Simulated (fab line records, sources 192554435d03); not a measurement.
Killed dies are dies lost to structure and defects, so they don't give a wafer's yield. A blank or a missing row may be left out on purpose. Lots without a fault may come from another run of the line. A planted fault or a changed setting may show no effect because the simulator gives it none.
A struck lot beside a sound one | flow n5_finfet | 36 steps out of a route of 1938
Sound: wafers L799.1, L799.2, L799.3. Struck: wafer L804.4. (L804.1, L804.5 of the same lot were not struck and are left out.) The cause comes at the end.
At each step with rows: each side's tool, then ch and its chambers, then its first start. Under that, the readings that differ: sound wafers | struck wafers | difference of the means | sigmas: that difference in standard deviations of wafers without a fault.
alike: readings whose means differ by less than 2 such deviations, and words and numbers that are the same on both sides. not compared: withheld readings, readings that some wafer has no value for, bounds like >300 that may hide the same value, and numbers for which the record gives no deviation and whose values overlap.
The two part at a step that has a row with sigmas, a row that says differs or no value, or rows on one side only. Numbers that don't overlap but have no deviation are shown without sigmas and don't part them. A reading that every wafer of one side lacks parts them only if that side has two wafers or more.

first, 8 steps without rows for these wafers: N5_BEOL_M15_SPUTTER_43 (material TaN, target thk 15 nm, time 24.19 s); N5_BEOL_M15_SPUTTER_44 (material Ta, target thk 15 nm, time 24.19 s); N5_BEOL_M15_SPUTTER_45 (material Cu, target thk 100 nm, time 16.67 s); N5_BEOL_M15_ECD_47 (material Cu, target thk 1860 nm); N5_BEOL_M15_ANNEAL_48 (time 90 s); N5_BEOL_M15_CMP_49 (polishes, stops on SiO2, t overpolish 4.9 s, target thk 850 nm); N5_BEOL_M15_PRE_CLEAN_52 (time 15 s); N5_BEOL_M15_DEP_53 (deposits SiCN from 3MS/NH3, target thk 50 nm, time 17.8 s).
N5_PASSIVATION_PECVD_00: deposits SiO2 from SiH4/N2O, target thk 200 nm, time 11.2 s.
  sound on pecvd-01 ch 0,1,2, day 13 01:58; struck on pecvd-01 ch 0, day 14 21:28
  reading                                        | sound           | struck | difference | sigmas
  heater_power_w (W)                             | 611 602 758     | 871    | +214       | +2
  model.SiO2_of_PASSIVATION_PECVD_00.thk_nm (nm) | 195.2 195 195.8 | 213.2  | +17.9      |
  alike: showerhead_plenum_p_Torr, throttle_valve_pct
  not compared: since_wet_clean_h
then, 26 steps without rows for these wafers: N5_MIM_BOT_DEGAS_01 (time 60 s); N5_MIM_BOT_SPUTTER_00 (material TiN, target thk 35 nm, time 89.7 s); N5_MIM_TOP_ALD_00 (deposits Al2O3, purge time 3 s, co reactant pulse time 3 s); N5_MIM_TOP_ALD_01 (deposits HfO2, target thk 5.6 nm, pulse time 1 s, purge time 3 s); N5_MIM_TOP_ALD_02 (deposits Al2O3, purge time 3 s, co reactant pulse time 3 s); N5_MIM_TOP_DEGAS_04 (time 60 s); N5_MIM_TOP_SPUTTER_03 (material TiN, target thk 35 nm, time 89.7 s); N5_MIM_TOP_LITHO_HMDS_01 (time 60 s); N5_MIM_TOP_LITHO_COAT_02; N5_MIM_TOP_LITHO_EBR_04; N5_MIM_TOP_LITHO_SOFTBAKE_03 (time 90 s); N5_MIM_TOP_LITHO_EXPOSE_05 (exposes mask MIM TOP, target cd 2000 nm); N5_MIM_TOP_LITHO_PEB_06; N5_MIM_TOP_LITHO_DEVELOP_07 (develop time 60 s); N5_MIM_TOP_LITHO_HARDBAKE_09 (time 120 s); N5_MIM_TOP_LITHO_DESCUM_10 (chemistry O2, time 7.9 s); N5_MIM_TOP_ETCH_ETCH_00 (etches TiN in Cl2/BCl3, target depth 38.5 nm); N5_MIM_TOP_ETCH_STRIP_01 (strips in O2); N5_MIM_TOP_ETCH_PECVD_03 (deposits SiNx from SiH4/NH3/N2, target thk 20 nm, time 17.6 s); N5_MIM_BOT_LITHO_HMDS_01 (time 60 s); N5_MIM_BOT_LITHO_COAT_02; N5_MIM_BOT_LITHO_EBR_04; N5_MIM_BOT_LITHO_SOFTBAKE_03 (time 90 s); N5_MIM_BOT_LITHO_EXPOSE_05 (exposes mask MIM BOT); N5_MIM_BOT_LITHO_PEB_06; N5_MIM_BOT_LITHO_DEVELOP_07 (develop time 60 s).
N5_MIM_BOT_ETCH_ETCH_00: etches TiN in Cl2/BCl3, target depth 45.5 nm.
  sound on rie_metal-01 ch 0,1, day 13 06:00; struck on rie_metal-03 ch 0, day 15 01:34
  reading                                        | sound             | struck | difference | sigmas
  he_backside_leak_sccm (sccm)                   | 3.06 3.12 3.13    | 3.58   | +0.48      | +2
  model.SiO2_of_PASSIVATION_PECVD_00.thk_nm (nm) | 192.8 192.4 193.2 | 210.6  | +17.8      |
  alike: drypump_motor_current_A, oes_product_au, throttle_valve_pct
  not compared: rf_hours_counter_h

WHERE THEY PART
First at N5_PASSIVATION_PECVD_00; last, within this record, at N5_MIM_BOT_ETCH_ETCH_00.

WHY: what the simulator had put in
Process parameter drift: pecvd-01, from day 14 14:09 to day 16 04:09, at N5_PASSIVATION_PECVD_00. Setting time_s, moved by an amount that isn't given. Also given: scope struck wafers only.
